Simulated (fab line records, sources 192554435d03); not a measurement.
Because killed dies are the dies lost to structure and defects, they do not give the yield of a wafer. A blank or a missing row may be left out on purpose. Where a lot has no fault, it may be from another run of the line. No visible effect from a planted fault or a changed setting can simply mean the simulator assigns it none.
Comparing a struck lot with a sound one ; flow n5 finfet ; 18 steps out of a route of 1938
Sound: wafers L397.1, L397.4, L397.6. Struck: wafer L408.5 (left out: L408.2, a lot-mate that was not struck); the cause follows at the end.
Each step with rows lists, per side, the tool, then ch with its chambers, then its first start. Under that, the readings that differ: sound wafers ; struck wafers ; difference of the means ; sigmas: that difference in standard deviations of wafers without a fault.
alike: words and numbers the same on both sides, and readings whose means are apart by under 2 such deviations; not compared: readings that were withheld, readings missing a value for some wafer, numbers with overlapping values and no deviation given by the record, and bounds like >300 which may hide the same value.
The two part at a step that has a row with sigmas, a row that says differs or no value, or rows on one side only. Numbers that don't overlap but have no deviation are shown without sigmas and don't part them. Lack of a reading on every wafer of one side parts them only where that side has two or more wafers.

first, 6 steps without rows for these wafers: N5_BEOL_M7_COAT_22 (resist thk 30 nm); N5_BEOL_M7_EBR_24; N5_BEOL_M7_SOFTBAKE_23 (time 60 s); N5_BEOL_M7_EXPOSE_25 (exposes mask V6, target cd 40 nm); N5_BEOL_M7_PEB_26 (peb time 60 s); N5_BEOL_M7_DEVELOP_27 (develop time 30 s).
N5_BEOL_M7_CD_MEAS_28: target cd 40 nm.
  sound on cd sem-03 ch 0, day 11 21:48; struck on cd sem-02 ch 0, day 14 19:54
reading;sound;struck;difference;sigmas
cd nm (nm);40.29 39.97 40.21;39.40;-0.76;-3
N5_BEOL_M7_OVL_MEAS_29:
  sound on overlay-02 ch 0, day 11 21:50; struck on overlay-01 ch 0, day 14 19:56
  alike: V6_OVL
N5_BEOL_M7_INSPECT_30: inspects for defects (brightfield).
  sound on defect inspect-02, day 11 21:53; struck on defect inspect-02, day 14 19:59
  alike: raw defect count
N5_BEOL_M7_DESCUM_33: chemistry O2, time 7 s.
  sound on rie diel-05 ch 1,2, day 11 21:55; struck on rie diel-05 ch 3, day 14 20:01
  alike: drypump motor current A, oes product au, rf vpp V, showerhead plenum p Torr, throttle valve pct
  not compared: rf hours counter h
N5_BEOL_M7_ETCH_72: etches underlayer in N2/H2, target depth 6.5 nm, time 5.2 s.
  sound on rie diel-05 ch 1,2, day 11 21:58; struck on rie diel-05 ch 3, day 14 20:04
  alike: drypump motor current A, etch rf on time s, oes product au, rf vpp V, showerhead plenum p Torr, throttle valve pct
  not compared: rf hours counter h
N5_BEOL_M7_ETCH_65: etches SiARC in CF4, target depth 15.6 nm, time 26 s.
  sound on rie diel-05 ch 1,2, day 11 21:58; struck on rie diel-05 ch 3, day 14 20:04
reading;sound;struck;difference;sigmas
rf vpp V (V);181.9 183.5 180.9;185.7;+3.6;+3
  alike: drypump motor current A, etch rf on time s, oes product au, showerhead plenum p Torr, throttle valve pct
  not compared: rf hours counter h
N5_BEOL_M7_ETCH_66: etches SOC in N2/H2, target depth 80 nm, overetch 16 nm, time 120 s.
  sound on rie diel-05 ch 1,2, day 11 22:00; struck on rie diel-05 ch 3, day 14 20:06
reading;sound;struck;difference;sigmas
oes product au (a.u.);0.56 0.57 0.55;0.90;+0.34;+5
run length s (s);143.1 143.6 143.0;112.5;-30.7;-96
model.SiARC_of_BEOL_M7_COAT_64.thk nm (nm);6.4 6.4 6.4;7.8;+1.4;
model.BEOL_M7.cd nm (nm);40.6 40.2 40.4;39.4;-1.0;
  alike: drypump motor current A, rf vpp V, showerhead plenum p Torr, throttle valve pct
  not compared: rf hours counter h
then, 2 steps without rows for these wafers: N5_BEOL_M7_STRIP_69 (strips in N2/H2); N5_BEOL_M7_STRIP_73 (strips in N2/H2).
N5_BEOL_M7_VIA_ETCH_34: etches SiCOH lowk in C4F6/O2, target depth 125.5 nm, time 50.5 s.
  sound on rie diel-05 ch 1,2, day 11 22:06; struck on rie diel-05 ch 3, day 14 20:12
reading;sound;struck;difference;sigmas
model.BEOL_M7.cd nm (nm);40.4 40 40.6;39.6;-0.7;
  alike: drypump motor current A, oes_o_777_au, oes product au, rf vpp V, run length s, showerhead plenum p Torr, throttle valve pct
  not compared: rf hours counter h
then, 2 steps without rows for these wafers: N5_BEOL_M7_STRIP_76 (strips in C4F6/O2); N5_PASSIVATION_PROBE_49.

WHERE THEY PART
Earliest at N5_BEOL_M7_CD_MEAS_28; latest, in this record, at N5_BEOL_M7_ETCH_66. Later steps at which nothing parts them and some readings are alike: N5_BEOL_M7_VIA_ETCH_34.

WHY: whatever the simulator had introduced
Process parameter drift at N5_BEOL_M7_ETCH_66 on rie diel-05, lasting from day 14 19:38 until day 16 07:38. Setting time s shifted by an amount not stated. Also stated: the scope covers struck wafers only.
